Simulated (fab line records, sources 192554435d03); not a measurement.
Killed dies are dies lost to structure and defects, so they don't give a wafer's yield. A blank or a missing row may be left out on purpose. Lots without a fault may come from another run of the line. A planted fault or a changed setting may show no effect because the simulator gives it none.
One fault seen from 2 desks | flow n5_finfet | each desk has only its own numbers; what lay behind them comes last

THE TOOL OWNER'S DESK: pecvd-03
The tool's own readings at N5_BEOL_M4_ILD_DEP_00 (deposits SiOC from DEMS/O2, target thk 79 nm, time 15.3 s): means of the sampled wafers that have a number, for each lot that ran on this tool. A lot is out of limits, marked OUT, if its mean lies more than 4 standard deviations from the usual mean; the brackets give that distance.
Columns: A = heater_power_w at N5_BEOL_M4_ILD_DEP_00, usual 586 W; B = showerhead_plenum_p_Torr at N5_BEOL_M4_ILD_DEP_00, usual 5.698 Torr; C = throttle_valve_pct at N5_BEOL_M4_ILD_DEP_00, usual 12.2 %
lot  | first seen here | A   | B     | C
L594 | day 7 23:13     | 578 | 5.703 | 12.9
L597 | day 9 06:19     | 613 | 5.701 | 12.2
L602 | day 10 11:10    | 632 | 5.716 | 13.9
L610 | day 13 08:30    | 554 | 5.709 | 12.3
L612 | day 13 20:34    | 592 | 5.693 | 11.5
L614 | day 14 09:37    | 604 | 5.697 | 11.8
L616 | day 14 10:23    | 675 | 5.687 | 11.7
L615 | day 14 14:33    | 574 | 5.707 | 11.5
L617 | day 14 14:48    | 551 | 5.691 | 11.6
This desk's finding: nothing out of limits on any of the 9 lots.

THE METROLOGY DESK
What the gauges read, lot by lot, whatever tool the lot ran on: means of the sampled wafers that have a number. A lot is out of limits, marked OUT, if its mean lies more than 4 standard deviations from the usual mean; the brackets give that distance. Of its 11 readings 7 are shown: the one that was out of limits first, and those that lie furthest out on some lot.
Columns: A = M4_ILD_THK at N5_BEOL_M4_THK_MEAS_01, usual 79.0 nm; B = DIBL_P at N5_BEOL_M4_RC_MEAS_101, usual 36.6 mV/V; C = IOFF_N at N5_BEOL_M4_RC_MEAS_101, usual 0.17 nA/um; D = IOFF_P at N5_BEOL_M4_RC_MEAS_101, usual 0.21 nA/um; E = SS_N at N5_BEOL_M4_RC_MEAS_101, usual 71.6 mV/dec; F = VT_N at N5_BEOL_M4_RC_MEAS_101, usual 250 mV; G = VT_P at N5_BEOL_M4_RC_MEAS_101, usual -250 mV
lot  | first seen here | A              | B    | C    | D    | E    | F   | G
L594 | day 7 23:17     | 79.6           | 34.9 | 0.17 | 0.23 | 71.4 | 248 | -247
L597 | day 9 06:23     | 78.8           | 40.3 | 0.19 | 0.24 | 71.9 | 247 | -248
L598 | day 9 06:56     | 77.6           | 37.7 | 0.24 | 0.29 | 72.2 | 244 | -245
L602 | day 10 11:16    | 66.8 (-10) OUT | 34.2 | 0.13 | 0.17 | 70.6 | 252 | -253
L608 | day 11 18:14    | 79.0           | 36.1 | 0.14 | 0.19 | 71.4 | 253 | -255
L607 | day 12 04:06    | 80.0           | 38.0 | 0.19 | 0.24 | 71.4 | 245 | -249
L610 | day 13 08:34    | 78.5           | 36.7 | 0.16 | 0.21 | 71.5 | 250 | -250
L613 | day 13 18:48    | 80.2           | 35.9 | 0.13 | 0.16 | 72.0 | 254 | -258
L612 | day 13 20:40    | 78.0           | 39.1 | 0.21 | 0.24 | 72.5 | 249 | -250
L614 | day 14 09:41    | 79.0           | 39.0 | 0.19 | 0.24 | 72.3 | 248 | -248
L616 | day 14 10:29    | 78.9           | 36.0 | 0.16 | 0.21 | 71.3 | 250 | -248
L615 | day 14 14:38    | 78.6           | 36.5 | 0.18 | 0.26 | 72.8 | 250 | -246
L617 | day 14 14:53    | 78.1           | 36.7 | 0.14 | 0.18 | 71.5 | 255 | -255
This desk's finding: out of limits on L602; first on L602, day 10 11:16 (M4_ILD_THK at N5_BEOL_M4_THK_MEAS_01). In limits: L594, L597, L598, L608, L607, L610, L613, L612, L614, L616, L615, L617.

PUT TOGETHER
The metrology desk could have raised an alarm at day 10 11:16, on L602.
The tool owner's desk saw nothing out of limits.
The tool owner's desk has L602 on record, within its limits.
Of the lots named, all ran N5_BEOL_M4_ILD_DEP_00 on pecvd-03.

WHAT THE SIMULATOR HAD PUT IN
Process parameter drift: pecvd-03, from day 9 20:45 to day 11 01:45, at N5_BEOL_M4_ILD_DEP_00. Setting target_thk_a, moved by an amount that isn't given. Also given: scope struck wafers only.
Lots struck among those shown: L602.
Hours from the fault's start to each desk's first reading out of limits: the metrology desk, 15.
